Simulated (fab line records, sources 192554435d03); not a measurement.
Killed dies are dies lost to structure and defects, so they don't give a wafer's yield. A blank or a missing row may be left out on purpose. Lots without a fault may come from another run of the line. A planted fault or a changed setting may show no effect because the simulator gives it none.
fab line records | flow n5_finfet
record lots=9 wafers=27 last_day=18
route steps=1938 shown BEOL_M3@1008 BEOL_M4@1031 PASSIVATION@1936
lots that met no fault: from a run of the same line without faults
start_h: hours from the record's first day to the start of the lot's first wafer shown | wait_h: hours since the lot's step before | " the same as in the row above | L1.1+2: a row that stands for several wafers | - no value, or no start given | * or withheld: withheld | < > ~ a bound
route shown NAME@n: a module of which the file shows steps, and the number in the route of the first | usual: mean/standard deviation of fault-free wafers | same: alike in all rows | chamber/n: place in a boat | sites: the reading at each site | _std_site: their standard deviation | _edge_site: outer sites' mean less inner sites' | radius_mm: how far each site lies from the wafer's centre | mask NAME#n: copy n | behind: the tool/chamber that last shaped the wafer | hold: why the lot was held/for how many hours/how that ended | device: the transistor (n, p or np) that didn't switch | end of line: the same wafers' tests at the end of the route | a step without rows: its recipe alone | killed: dies lost to structure and defects at the first sort, not the wafer's yield | map: a wafer's dies, x killed, . not, _ none there
set.NAME: the setting as run; set.NAME@STEP: as run at that earlier step | model.NAME: the simulator's own value behind a step, which no gauge read
steps of the route over a sample of lots; a table a step, a row a wafer
services: from which hour (start_h, from the record's first day; less than 0 if before it) a tool's chamber was out of use, for how many hours, and why
## steps
# step N5_BEOL_M3_SPUTTER_94
# recipe material=Cu target_thk_a=45 temp_c=-20 chamber_pressure_pa=0.07 power_w=withheld time_s=8.29
# usual substrate_temp_c=-20.00/0.096 throttle_valve_pct=30.0/1.5
# columns lot.wafer tool chamber start_h wait_h substrate_temp_c throttle_valve_pct
L153.1 pvd_sputter-02 - 150.30 0.1 -20.08 29.3
L153.3 " - " " -20.04 30.9
L153.6 " - " " -19.93 29.1
L156.1 pvd_sputter-01 - 185.99 0.1 -19.90 28.9
L156.2 " - " " -20.03 30.2
L156.4 " - " " -20.05 29.6
L158.1 pvd_sputter-03 - 192.83 0.1 -20.14 30.9
L158.3 " - " " -19.94 28.5
L158.5 " - " " -20.12 28.4
L162.3 pvd_sputter-01 - 198.55 0.1 -20.13 30.0
L162.4 " - " " -20.06 30.5
L162.5 " - " " -20.03 29.7
L161.2 pvd_sputter-03 - 198.70 0.1 -20.03 31.7
L161.3 " - " " -20.02 31.0
L161.6 " - " " -20.12 30.9
L169.1 pvd_sputter-03 - 253.22 0.1 -19.89 31.8
L169.2 " - " " -20.13 27.8
L169.6 " - " " -19.99 28.0
L172.1 pvd_sputter-03 - 277.97 0.1 -19.92 28.6
L172.3 " - " " -20.11 27.7
L172.4 " - " " -20.01 31.5
L173.1 pvd_sputter-03 - 293.19 0.1 -20.03 27.8
L173.3 " - " " -20.05 28.6
L173.6 " - " " -20.00 27.8
L176.1 pvd_sputter-03 - 296.75 0.1 -20.02 31.0
L176.4 " - " " -20.09 28.0
L176.6 " - " " -19.98 31.1
# step N5_BEOL_M3_ANNEAL_95
# recipe temp_c=400 time_s=240 ambient=vacuum
# usual heater_power_w=794/81
# columns lot.wafer tool chamber start_h wait_h heater_power_w
L153.1 pvd_sputter-02 - 150.38 0.0 1023
L153.3 " - " " 791
L153.6 " - " " 986
L156.1 pvd_sputter-01 - 186.07 0.0 760
L156.2 " - " " 819
L156.4 " - " " 809
L158.1 pvd_sputter-03 - 192.91 0.0 842
L158.3 " - " " 805
L158.5 " - " " 816
L162.3 pvd_sputter-01 - 198.63 0.0 798
L162.4 " - " " 754
L162.5 " - " " 821
L161.2 pvd_sputter-03 - 198.78 0.0 754
L161.3 " - " " 833
L161.6 " - " " 836
L169.1 pvd_sputter-03 - 253.30 0.0 741
L169.2 " - " " 761
L169.6 " - " " 760
L172.1 pvd_sputter-03 - 278.05 0.0 817
L172.3 " - " " 763
L172.4 " - " " 735
L173.1 pvd_sputter-03 - 293.27 0.0 752
L173.3 " - " " 832
L173.6 " - " " 761
L176.1 pvd_sputter-03 - 296.83 0.0 821
L176.4 " - " " 761
L176.6 " - " " 816
# step N5_BEOL_M3_CMP_52
# recipe stop_on=SiOC t_overpolish_s=6.8 down_force_psi=1 platen_rpm=50 clearing_platen_down_force_psi=1.5 clearing_platen_rpm=50 post_cmp_clean=cu_alkaline target_thk_nm=40 clearing_platen_pad_velocity_m_s=0.99484 pad_velocity_m_s=0.99484
# usual barrier_field_endpoint_s=24.8/0.62 edge_zone_pressure_frac=0.999/0.0049 motor_current_A=6.2/0.67 overpolish_run_s=6.801/0.011 pad_life_wafers=1087/720 time_to_endpoint_s=64/3.5
# columns lot.wafer tool chamber start_h wait_h barrier_field_endpoint_s edge_zone_pressure_frac motor_current_A overpolish_run_s pad_life_wafers time_to_endpoint_s
L153.1 cmp-01 1 151.06 0.3 25.5 0.998 5.4 6.780 1663 70
L153.3 " 2 " " 25.0 1.000 5.6 6.804 1664 68
L153.6 " 0 " " 26.1 1.005 6.1 6.792 - 72
L156.4 cmp-02 2 186.74 0.2 24.9 1.002 7.6 6.826 1465 64
L156.2 " 3 " " 24.1 1.005 5.7 6.796 1466 61
L156.1 " 0 " " 24.5 1.008 7.4 6.817 1467 61
L158.3 cmp-02 3 193.54 0.2 25.5 0.998 5.8 6.795 1524 67
L158.1 " 1 " " 24.7 1.004 6.0 6.820 1526 64
L158.5 " 0 " " 24.2 1.003 6.9 6.791 - 61
L162.3 cmp-02 2 199.34 0.2 24.5 1.003 7.7 6.787 1592 62
L162.4 " 3 " " 25.0 1.000 5.8 6.781 1593 63
L162.5 " 0 " " 24.4 0.994 6.8 6.805 - 57
L161.2 cmp-02 0 199.76 0.6 23.7 0.997 7.3 6.808 1603 58
L161.3 " 2 " " 24.0 0.994 7.2 6.791 1605 60
L161.6 " 0 " " 24.4 1.003 7.1 6.778 - 58
L169.1 cmp-01 2 254.01 0.3 24.1 1.002 5.5 6.800 482 62
L169.2 " 3 " " 23.6 1.005 5.6 6.788 483 63
L169.6 " 1 " " 24.2 0.998 5.5 6.795 - 64
L172.1 cmp-02 0 278.72 0.3 24.1 1.004 7.0 6.807 217 63
L172.4 " 1 " " 25.1 0.997 5.8 6.789 218 66
L172.3 " 2 " " 25.0 0.998 6.9 6.794 219 67
L173.3 cmp-02 2 293.90 0.2 25.4 1.001 7.0 6.812 342 66
L173.1 " 0 " " 24.6 0.991 7.2 6.809 344 61
L173.6 " 3 " " 25.7 1.002 6.2 6.796 - 64
L176.4 cmp-01 2 297.59 0.1 24.4 1.000 5.8 6.807 816 60
L176.1 " 3 " " 24.9 0.995 5.3 6.806 817 65
L176.6 " 2 " " 24.5 0.997 5.6 6.808 - 63
# step N5_BEOL_M4_EXPOSE_08
# recipe mask_id=M4 na=0.33 source_shape=dipole sigma_inner=0.369 sigma_outer=0.767 polarization=unpolarized dose_mj=41.25
# usual exposure_dose_mJ_cm2=41.19/0.039 stage_msd_nm=0.85/0.03
# columns lot.wafer tool chamber start_h wait_h mask exposure_dose_mJ_cm2 stage_msd_nm
L153.1 euv_scanner-01 0 152.90 - M4#0 41.19 0.82
L153.3 " 0 " " M4#0 41.17 0.82
L153.6 " 0 " " M4#0 41.16 0.82
L156.1 euv_scanner-02 0 188.39 - M4#0 41.17 0.88
L156.2 " 0 " " M4#0 41.25 0.88
L156.4 " 0 " " M4#0 41.17 0.88
L158.1 euv_scanner-02 0 194.79 - M4#0 41.18 0.89
L158.3 " 0 " " M4#0 41.23 0.88
L158.5 " 0 " " M4#0 41.20 0.88
L162.3 euv_scanner-02 0 200.82 - M4#0 41.31 0.89
L162.4 " 0 " " M4#0 41.21 0.88
L162.5 " 0 " " M4#0 41.21 0.88
L161.2 euv_scanner-01 0 201.08 - M4#0 41.16 0.82
L161.3 " 0 " " M4#0 41.10 0.82
L161.6 " 0 " " M4#0 41.15 0.82
L169.1 euv_scanner-02 0 255.02 - M4#0 38.28 0.88
L169.2 " 0 " " M4#0 38.24 0.88
L169.6 " 0 " " M4#0 38.17 0.88
L172.1 euv_scanner-02 0 280.20 - M4#0 38.85 0.89
L172.3 " 0 " " M4#0 38.80 0.88
L172.4 " 0 " " M4#0 38.80 0.88
L173.1 euv_scanner-01 0 295.49 - M4#0 41.20 0.82
L173.3 " 0 " " M4#0 41.17 0.82
L173.6 " 0 " " M4#0 41.13 0.82
L176.1 euv_scanner-01 0 299.25 - M4#0 41.18 0.82
L176.4 " 0 " " M4#0 41.16 0.82
L176.6 " 0 " " M4#0 41.20 0.82
# step N5_BEOL_M4_CD_MEAS_11
# recipe target_cd_nm=16.79 landing_energy_ev=500 detector=se_inlens polarity=opening
# usual cd_nm=16.77/0.25
# columns lot.wafer tool chamber start_h wait_h cd_nm
L153.1 cd_sem-03 0 153.03 - 16.96
L153.3 " 0 " " 16.67
L153.6 " 0 " " 16.84
L156.1 cd_sem-02 0 188.52 - 16.89
L156.2 " 0 " " 16.91
L156.4 " 0 " " 16.95
L158.1 cd_sem-03 0 194.92 - 16.64
L158.3 " 0 " " 16.31
L158.5 " 0 " " 16.25
L162.3 cd_sem-03 0 200.94 - 17.10
L162.4 " 0 " " 17.03
L162.5 " 0 " " 16.90
L161.2 cd_sem-02 0 201.20 - 16.77
L161.3 " 0 " " 16.43
L161.6 " 0 " " 16.55
L169.1 cd_sem-03 0 255.15 - 15.15
L169.2 " 0 " " 15.55
L169.6 " 0 " " 15.10
L172.1 cd_sem-03 0 280.33 - 15.03
L172.3 " 0 " " 15.32
L172.4 " 0 " " 15.37
L173.1 cd_sem-03 0 295.63 - 16.94
L173.3 " 0 " " 17.32
L173.6 " 0 " " 17.17
L176.1 cd_sem-01 0 299.39 - 16.60
L176.4 " 0 " " 16.54
L176.6 " 0 " " 16.59
# step N5_BEOL_M4_CD_MEAS_18
# recipe pitch_nm=36 target_cd_nm=18
# usual cd_nm=17.9/0.35
# columns lot.wafer tool chamber start_h wait_h cd_nm
L153.1 cd_sem-03 - 153.94 0.0 17.8
L153.3 " - " " 17.8
L153.6 " - " " 18.2
L156.1 cd_sem-02 - 189.36 0.0 17.9
L156.2 " - " " 18.0
L156.4 " - " " 17.6
L158.1 cd_sem-02 - 196.09 0.0 17.1
L158.3 " - " " 17.3
L158.5 " - " " 17.5
L162.3 cd_sem-01 - 201.52 0.1 18.0
L162.4 " - " " 17.8
L162.5 " - " " 18.2
L161.2 cd_sem-02 - 201.77 0.1 17.8
L161.3 " - " " 17.9
L161.6 " - " " 17.8
L169.1 cd_sem-01 - 256.18 0.0 16.3
L169.2 " - " " 16.8
L169.6 " - " " 16.9
L172.1 cd_sem-01 - 280.91 0.1 16.5
L172.3 " - " " 15.9
L172.4 " - " " 16.8
L173.1 cd_sem-03 - 296.18 0.0 18.5
L173.3 " - " " 18.0
L173.6 " - " " 19.0
L176.1 cd_sem-01 - 300.13 0.0 17.6
L176.4 " - " " 17.7
L176.6 " - " " 17.6
# step N5_BEOL_M4_RC_MEAS_101
# usual DIBL_N=35.9/1.4 DIBL_P=35.9/1.7 IOFF_N=0.160/0.026 IOFF_P=0.21/0.036 ION_N=672/11 ION_P=461/8.1 SS_N=71.4/0.54 SS_P=73.2/0.67 VT_N=249.3/2.7 VT_P=-250/3.9
# columns lot.wafer tool chamber start_h wait_h DIBL_N[mV/V] DIBL_P[mV/V] IOFF_N[nA/um] IOFF_P[nA/um] ION_N[uA/um] ION_P[uA/um] SS_N[mV/dec] SS_P[mV/dec] VT_N[mV] VT_P[mV]
L153.1 prober-01 0 161.63 0.0 35.5 35.6 0.172 0.26 685 473 71.3 73.5 250.0 -243
L153.3 " 0 " " 34.1 33.7 0.148 0.23 678 478 71.3 73.0 248.9 -246
L153.6 " 0 " " 34.8 34.4 0.159 0.24 681 474 71.0 72.9 248.9 -244
L156.1 prober-02 0 196.80 0.0 36.3 36.2 0.161 0.22 674 462 71.1 74.1 249.6 -247
L156.2 " 0 " " 38.0 39.1 0.208 0.28 682 465 72.0 73.7 246.3 -248
L156.4 " 0 " " 36.7 35.7 0.169 0.21 674 454 71.8 73.2 250.4 -247
L158.1 prober-01 0 206.52 0.0 37.4 35.6 0.178 0.20 674 456 71.8 73.3 247.8 -255
L158.3 " 0 " " 37.1 36.0 0.178 0.21 686 458 71.6 73.6 249.2 -253
L158.5 " 0 " " 35.0 33.4 0.136 0.16 664 448 71.7 72.4 253.0 -255
L162.3 prober-02 0 221.33 0.3 35.6 34.3 0.140 0.19 666 456 71.3 72.4 253.3 -252
L162.4 " 0 " " 35.7 35.1 0.142 0.19 663 457 70.9 72.9 251.2 -250
L162.5 " 0 " " 36.2 34.6 0.146 0.19 670 462 71.1 72.4 250.4 -250
L161.2 prober-02 0 222.69 0.2 36.4 37.4 0.167 0.19 688 457 70.5 74.0 249.1 -254
L161.3 " 0 " " 34.8 35.2 0.132 0.16 673 456 71.3 73.0 249.8 -256
L161.6 " 0 " " 36.5 36.9 0.172 0.20 679 463 70.6 73.3 248.2 -251
L173.1 prober-02 0 309.35 0.0 36.1 34.4 0.142 0.15 664 450 70.9 72.8 249.5 -258
L173.3 " 0 " " 37.1 36.0 0.142 0.17 643 441 71.9 73.1 253.3 -254
L173.6 " 0 " " 37.0 36.6 0.158 0.18 674 450 71.8 73.2 248.2 -255
L176.1 prober-02 0 316.26 0.0 36.1 36.2 0.149 0.18 665 456 71.0 72.9 252.6 -253
L176.4 " 0 " " 35.0 35.4 0.136 0.17 678 459 70.9 73.7 253.1 -255
L176.6 " 0 " " 38.2 39.4 0.190 0.24 675 462 71.5 74.2 249.5 -248
# step N5_PASSIVATION_PROBE_49
# usual defect_limited_yield=90.9/1.5 killed_at_M0_to_M3=35/10 killed_at_M4_up=14/5.2 killed_at_contacts=13/7.3 killed_at_front_end=42/12 killed_at_other=3.4/2.5 killed_dies=108/18 killed_on_rim=14/4.2 killed_open=70/13 killed_short=35/8 sort_bin_5_function=5.4/1 sort_bin_6_memory=3.4/0.71 sort_bin_8_speed=0.00/0.0099 sort_n_pass=1072/18 sort_yield_pct=90.9/1.5
# same gross_dies=1180 killed_at_back_side=0 sort_bin_4_leakage[%]=0
# columns lot.wafer tool chamber start_h wait_h defect_limited_yield[%] killed_at_M0_to_M3 killed_at_M4_up killed_at_contacts killed_at_front_end killed_at_other killed_dies killed_on_rim killed_open killed_short sort_bin_5_function[%] sort_bin_6_memory[%] sort_bin_8_speed[%] sort_n_pass sort_yield_pct[%]
L153.1 prober-02 - 273.68 0.0 93.1 25 12 11 28 6 82 8 49 32 3.3 3.3 0 1098 93.1
L153.3 prober-02 - 273.78 0.1 92.8 18 16 14 33 4 85 8 57 26 4.9 1.9 0 1095 92.8
L153.6 prober-02 - 273.93 0.3 91.5 19 23 10 42 6 100 10 70 24 4.9 3.2 0 1080 91.5
L156.1 prober-02 - 294.98 0.0 91.2 61 15 7 21 0 104 14 62 40 5.2 3.3 0 1076 91.2
L156.2 prober-02 - 295.03 0.1 91.6 35 11 11 37 5 99 13 57 37 5.3 2.5 0 1081 91.6
L156.4 prober-02 - 295.13 0.2 93.2 23 18 3 36 0 80 14 61 15 4.1 2.6 0 1100 93.2
L158.1 prober-02 - 303.40 0.0 92.1 29 11 19 31 3 93 14 57 34 4.2 3.5 0 1087 92.1
L158.3 prober-02 - 303.50 0.1 92.0 22 22 9 37 4 94 13 54 36 5.4 2.2 0 1086 92.0
L158.5 prober-02 - 303.60 0.2 90.6 24 16 22 45 4 111 10 82 26 5.3 3.9 0 1069 90.6
L162.3 prober-01 - 317.58 0.1 88.8 42 7 19 60 4 132 24 85 41 5.9 4.7 0 1048 88.8
L162.4 prober-01 - 317.63 0.2 91.4 34 13 15 39 1 102 13 61 39 5.0 3.2 0 1078 91.4
L162.5 prober-01 - 317.68 0.2 89.2 43 13 20 51 1 128 12 83 39 5.3 4.7 0 1052 89.2
L161.2 prober-02 - 325.42 0.1 91.4 42 11 16 31 2 102 11 57 44 4.9 3.5 0 1078 91.4
L161.3 prober-02 - 325.47 0.1 87.8 58 22 26 34 4 144 21 93 47 7.9 4.2 0 1036 87.8
L161.6 prober-02 - 325.62 0.3 90.3 42 8 11 46 8 115 11 66 49 6.1 3.2 0 1065 90.3
L169.1 prober-02 - 376.57 0.0 0 48 1075 11 40 6 1180 152 86 43 44.6 4.2 0 0 0
L169.2 prober-02 - 376.62 0.1 0 41 1086 18 32 3 1180 152 77 29 44.0 3.5 0 0 0
L169.6 prober-02 - 376.82 0.3 0 54 1078 14 32 2 1180 152 71 43 48.0 3.3 0 0 0
L172.1 prober-01 - 405.70 0.0 10.0 19 979 10 47 7 1062 138 59 26 63.9 15.6 0 118 10.0
L172.3 prober-01 - 405.80 0.1 10.3 27 993 2 34 3 1059 134 45 27 64.2 14.7 0 121 10.3
L172.4 prober-01 - 405.85 0.2 10.7 38 942 10 64 0 1054 135 82 32 63.4 15.0 0 126 10.7
L173.1 prober-01 - 425.81 0.0 88.6 41 23 13 55 2 134 20 85 45 5.6 5.1 0 1046 88.6
L173.3 prober-01 - 425.91 0.1 88.1 55 18 9 57 1 140 19 103 34 7.6 3.9 0 1040 88.1
L173.6 prober-01 - 426.06 0.3 87.5 38 18 12 78 1 147 23 90 55 7.5 4.7 0 1033 87.5
L176.1 prober-02 - 429.93 0.0 91.4 33 6 12 47 3 101 11 70 31 4.9 3.1 0 1079 91.4
L176.4 prober-02 - 430.08 0.2 90.6 34 12 22 42 1 111 11 72 37 5.2 4.0 0.08 1069 90.6
L176.6 prober-02 - 430.18 0.3 88.5 36 17 42 36 5 136 12 94 41 7.5 3.8 0 1044 88.5
# killed by level:class
L153.1 MOL_CONTACT_COAG:geometric_particle:open=7 BEOL_M3:geometric_particle:open=7 FIN_SAQP:geometric_particle:short=6 BEOL_M0_SAQP:geometric_particle:short=6 BEOL_M1:geometric_particle:open=5 STI_FIN_REVEAL:geometric_particle:open=4 ILD0:geometric_particle:open=4 MOL_CONTACT_COAG:geometric_particle:short=4
L153.3 MOL_CONTACT_COAG:geometric_particle:open=14 BEOL_M4:geometric_particle:open=13 GATE_CUT:geometric_particle:short=7 FIN_SAQP:geometric_particle:open=6 FIN_SAQP:geometric_particle:short=5 BEOL_M0_SAQP:geometric_particle:open=4 BEOL_M0_SAQP:geometric_particle:short=4 ILD0:geometric_particle:short=3
L153.6 FIN_SAQP:geometric_particle:open=17 BEOL_M4:geometric_particle:open=17 MOL_CONTACT_COAG:geometric_particle:open=6 BEOL_M0_SAQP:geometric_particle:open=5 FIN_SAQP:geometric_particle:short=4 BEOL_M3:geometric_particle:open=4 STARTING-WAFER:geometric_particle:open=4 BEOL_M0:geometric_particle:open=3
L156.1 BEOL_M0_SAQP:geometric_particle:short=21 BEOL_M0_SAQP:geometric_particle:open=17 BEOL_M2:geometric_particle:open=11 MOL_CONTACT_COAG:geometric_particle:open=7 GATE_CUT:geometric_particle:open=5 BEOL_M4:geometric_particle:open=5 FIN_SAQP:geometric_particle:short=4 BEOL_M2:geometric_particle:short=4
L156.2 BEOL_M0_SAQP:geometric_particle:short=13 BEOL_M0_SAQP:geometric_particle:open=9 MOL_CONTACT_COAG:geometric_particle:open=8 FIN_SAQP:geometric_particle:open=7 FIN_SAQP:geometric_particle:short=6 GATE_CUT:geometric_particle:open=5 GATE_CUT:geometric_particle:short=5 STI_FIN_REVEAL:geometric_particle:open=4
L156.4 FIN_SAQP:geometric_particle:open=11 BEOL_M0_SAQP:geometric_particle:open=8 BEOL_M4:geometric_particle:open=8 STI_FIN_REVEAL:geometric_particle:open=5 BEOL_M2:geometric_particle:open=5 STARTING-WAFER:geometric_particle:open=5 FIN_SAQP:geometric_particle:short=4 DUMMY_GATE:geometric_particle:open=4
L158.1 MOL_CONTACT_COAG:geometric_particle:open=16 FIN_SAQP:geometric_particle:open=9 BEOL_M0_SAQP:geometric_particle:short=9 FIN_SAQP:geometric_particle:short=7 STI_FIN_REVEAL:geometric_particle:open=5 BEOL_M2:geometric_particle:open=5 GATE_CUT:geometric_particle:short=4 BEOL_M0_SAQP:geometric_particle:open=4
L158.3 STI_FIN_REVEAL:geometric_particle:open=12 BEOL_M0_SAQP:geometric_particle:short=8 BEOL_M4:geometric_particle:open=6 BEOL_M5:geometric_particle:short=6 MOL_CONTACT_COAG:geometric_particle:open=6 BEOL_M0_SAQP:geometric_particle:open=6 FIN_SAQP:geometric_particle:open=4 FIN_SAQP:geometric_particle:short=4
L158.5 MOL_CONTACT_COAG:geometric_particle:open=20 FIN_SAQP:geometric_particle:open=15 STI_FIN_REVEAL:geometric_particle:open=13 BEOL_M0_SAQP:geometric_particle:open=9 FIN_SAQP:geometric_particle:short=5 BEOL_M0_SAQP:geometric_particle:short=4 BEOL_M1:geometric_particle:short=4 BEOL_M5:geometric_particle:open=4
L162.3 STI_FIN_REVEAL:geometric_particle:open=27 MOL_CONTACT_COAG:geometric_particle:open=14 BEOL_M0_SAQP:geometric_particle:short=11 BEOL_M3:geometric_particle:open=8 GATE_CUT:geometric_particle:short=8 BEOL_M0_SAQP:geometric_particle:open=7 FIN_SAQP:geometric_particle:open=6 STI_FIN_REVEAL:geometric_particle:short=5
L162.4 MOL_CONTACT_COAG:geometric_particle:open=13 BEOL_M0_SAQP:geometric_particle:short=10 BEOL_M0_SAQP:geometric_particle:open=9 STI_FIN_REVEAL:geometric_particle:open=6 GATE_CUT:geometric_particle:short=6 FIN_SAQP:geometric_particle:open=5 STI_FIN_REVEAL:geometric_particle:short=4 BEOL_M1:geometric_particle:open=4
L162.5 MOL_CONTACT_COAG:geometric_particle:open=18 BEOL_M0_SAQP:geometric_particle:short=14 BEOL_M0_SAQP:geometric_particle:open=13 STI_FIN_REVEAL:geometric_particle:open=12 GATE_CUT:geometric_particle:short=8 FIN_SAQP:geometric_particle:open=6 STARTING-WAFER:geometric_particle:open=6 BEOL_M3:geometric_particle:open=6
L161.2 FIN_SAQP:geometric_particle:short=17 MOL_CONTACT_COAG:geometric_particle:open=12 BEOL_M0_SAQP:geometric_particle:open=12 BEOL_M0_SAQP:geometric_particle:short=9 FIN_SAQP:geometric_particle:open=7 BEOL_M1:geometric_particle:open=6 BEOL_M4:geometric_particle:open=6 BEOL_M2:geometric_particle:open=5
L161.3 MOL_CONTACT_COAG:geometric_particle:open=19 FIN_SAQP:geometric_particle:short=13 BEOL_M1:geometric_particle:open=13 BEOL_M4:geometric_particle:open=10 BEOL_M0_SAQP:geometric_particle:short=9 BEOL_M0_SAQP:geometric_particle:open=8 BEOL_M3:geometric_particle:open=8 MOL_CONTACT_COAG:geometric_particle:short=7
L161.6 FIN_SAQP:geometric_particle:short=14 FIN_SAQP:geometric_particle:open=11 BEOL_M0_SAQP:geometric_particle:short=11 BEOL_M3:geometric_particle:open=10 MOL_CONTACT_COAG:geometric_particle:open=8 BEOL_M0_SAQP:geometric_particle:open=6 BEOL_M1:geometric_particle:open=5 BEOL_M5:geometric_particle:open=4
L169.1 BEOL_M4:area_expose=1050 BEOL_M4:geometric_particle:open=22 BEOL_M0_SAQP:geometric_particle:short=12 BEOL_M1:geometric_particle:open=11 STI_FIN_REVEAL:geometric_particle:open=10 BEOL_M0_SAQP:geometric_particle:open=9 MOL_CONTACT_COAG:geometric_particle:open=7 DUMMY_GATE:geometric_particle:open=5
L169.2 BEOL_M4:area_expose=1072 MOL_CONTACT_COAG:geometric_particle:open=12 BEOL_M4:geometric_particle:open=12 BEOL_M0_SAQP:geometric_particle:open=10 BEOL_M1:geometric_particle:open=9 FIN_SAQP:geometric_particle:open=8 MOL_CONTACT_COAG:geometric_particle:short=6 BEOL_M0_SAQP:geometric_particle:short=6
L169.6 BEOL_M4:area_expose=1064 BEOL_M0_SAQP:geometric_particle:open=15 BEOL_M0_SAQP:geometric_particle:short=14 MOL_CONTACT_COAG:geometric_particle:open=10 BEOL_M2:geometric_particle:open=9 FIN_SAQP:geometric_particle:open=8 BEOL_M1:geometric_particle:open=6 BEOL_M4:geometric_particle:open=6
L172.1 BEOL_M4:area_expose=972 DUMMY_GATE:geometric_particle:open=10 STI_FIN_REVEAL:geometric_particle:open=8 BEOL_M3:geometric_particle:open=7 FIN_SAQP:geometric_particle:open=6 MOL_CONTACT_COAG:geometric_particle:open=6 GATE_CUT:geometric_particle:short=5 MOL_CONTACT_COAG:geometric_particle:short=4
L172.3 BEOL_M4:area_expose=983 FIN_SAQP:geometric_particle:open=12 FIN_SAQP:geometric_particle:short=9 BEOL_M2:geometric_particle:open=7 BEOL_M1:geometric_particle:short=5 BEOL_M3:geometric_particle:open=5 BEOL_M4:geometric_particle:open=5 BEOL_M1:geometric_particle:open=3
L172.4 BEOL_M4:area_expose=933 BEOL_M3:geometric_particle:open=13 DUMMY_GATE:geometric_particle:open=11 FIN_SAQP:geometric_particle:short=10 FIN_SAQP:geometric_particle:open=10 MOL_CONTACT_COAG:geometric_particle:open=8 BEOL_M2:geometric_particle:open=7 GATE_CUT:geometric_particle:open=6
L173.1 FIN_SAQP:geometric_particle:short=11 FIN_SAQP:geometric_particle:open=11 MOL_CONTACT_COAG:geometric_particle:open=11 STI_FIN_REVEAL:geometric_particle:open=10 BEOL_M4:geometric_particle:open=10 GATE_CUT:geometric_particle:short=8 BEOL_M2:geometric_particle:open=7 BEOL_M0_SAQP:geometric_particle:open=6
L173.3 BEOL_M2:geometric_particle:open=20 STI_FIN_REVEAL:geometric_particle:open=18 FIN_SAQP:geometric_particle:open=10 BEOL_M4:geometric_particle:open=10 BEOL_M0:geometric_particle:open=7 MOL_CONTACT_COAG:geometric_particle:open=7 BEOL_M3:geometric_particle:open=6 GATE_CUT:geometric_particle:short=6
L173.6 STI_FIN_REVEAL:geometric_particle:open=20 FIN_SAQP:geometric_particle:open=14 GATE_CUT:geometric_particle:short=14 BEOL_M2:geometric_particle:open=9 BEOL_M4:geometric_particle:open=9 FIN_SAQP:geometric_particle:short=8 MOL_CONTACT_COAG:geometric_particle:open=8 BEOL_M0_SAQP:geometric_particle:short=7
L176.1 STI_FIN_REVEAL:geometric_particle:open=16 BEOL_M0_SAQP:geometric_particle:open=11 BEOL_M0_SAQP:geometric_particle:short=11 MOL_CONTACT_COAG:geometric_particle:open=10 FIN_SAQP:geometric_particle:open=9 BEOL_M3:geometric_particle:open=5 STARTING-WAFER:geometric_particle:open=4 FIN_SAQP:geometric_particle:short=3
L176.4 MOL_CONTACT_COAG:geometric_particle:open=21 FIN_SAQP:geometric_particle:open=10 STI_FIN_REVEAL:geometric_particle:open=10 BEOL_M0_SAQP:geometric_particle:short=9 BEOL_M0:geometric_particle:open=7 BEOL_M0_SAQP:geometric_particle:open=4 STARTING-WAFER:geometric_particle:short=4 FIN_SAQP:geometric_particle:short=3
L176.6 MOL_CONTACT_COAG:geometric_particle:open=38 STI_FIN_REVEAL:geometric_particle:open=13 BEOL_M0_SAQP:geometric_particle:short=11 BEOL_M0_SAQP:geometric_particle:open=8 FIN_SAQP:geometric_particle:open=6 BEOL_M2:geometric_particle:open=5 BEOL_M4:geometric_particle:open=5 FIN_SAQP:geometric_particle:short=4
## services
# columns tool chamber start_h hours kind
euv_scanner-01 - 132.34 4.6 pm
pvd_sputter-03 - 134.43 3.8 repair
pvd_sputter-02 - 138.49 1.9 repair
euv_scanner-02 - 145.65 4.6 pm
cmp-02 - 149.95 1.8 repair
pvd_sputter-03 - 149.97 2.2 repair
euv_scanner-01 - 156.51 1.0 pm
cmp-02 - 158.13 5.8 repair
cmp-01 - 197.77 4.0 pm
cmp-01 - 201.77 - consumable_replace:conditioner
cmp-01 - 201.77 - consumable_replace:pad
euv_scanner-02 - 204.27 1.0 pm
euv_scanner-01 - 212.17 0.6 repair
euv_scanner-02 - 223.09 0.4 repair
cmp-02 - 251.11 4.0 pm
euv_scanner-01 0 254.28 - calibration
cmp-02 - 255.11 - consumable_replace:conditioner
cmp-02 - 255.11 - consumable_replace:pad
cmp-01 - 256.07 10.5 repair
euv_scanner-02 0 256.90 - calibration
euv_scanner-02 - 260.42 1.0 pm
euv_scanner-01 - 268.81 1.0 pm
pvd_sputter-01 - 297.03 20.4 repair
## key
first_sign step=N5_BEOL_M4_EXPOSE_08 reading=exposure_dose_mJ_cm2 direction=down sigmas=69 usual=41.19 struck=38.52
effect step=N5_BEOL_M4_CD_MEAS_11 reading=cd_nm direction=down sigmas=6 usual=16.77 struck=15.25 through=control_loop
effect step=N5_BEOL_M4_CD_MEAS_18 reading=cd_nm direction=down sigmas=3.9 usual=17.9 struck=16.5 through=control_loop
effect step=N5_PASSIVATION_PROBE_49 reading=killed_at_M4_up direction=up sigmas=99+ usual=14 struck=1026
more_kills_born_at N5_BEOL_M4_EXPOSE_08@euv_scanner-02=6073
met_at N5_BEOL_M4_EXPOSE_08
struck_lots L169,L172
later_rows_left_out L169.1,L169.2,L169.6,L172.1,L172.3,L172.4
loop_trim step=N5_BEOL_M4_EXPOSE_08 setting=dose lots=L172
not_acting_at N5_BEOL_M3_SPUTTER_94,N5_BEOL_M3_ANNEAL_95,N5_BEOL_M3_CMP_52
onset_between 200.82 255.02
fault kind=process_parameter_drift tool=euv_scanner-02 chamber=- onset_h=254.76 steps=N5_BEOL_M4_EXPOSE_08 channel=dose_mj offset=-2.9645 shape=step acts_in=these_recipes_only stated=41.25
# later_rows_left_out: the simulator's readings of these wafers behind a module that went badly wrong aren't trusted and aren't shown, but for the sort
# loop_trim: a control loop set the setting to another value than it would have without faults
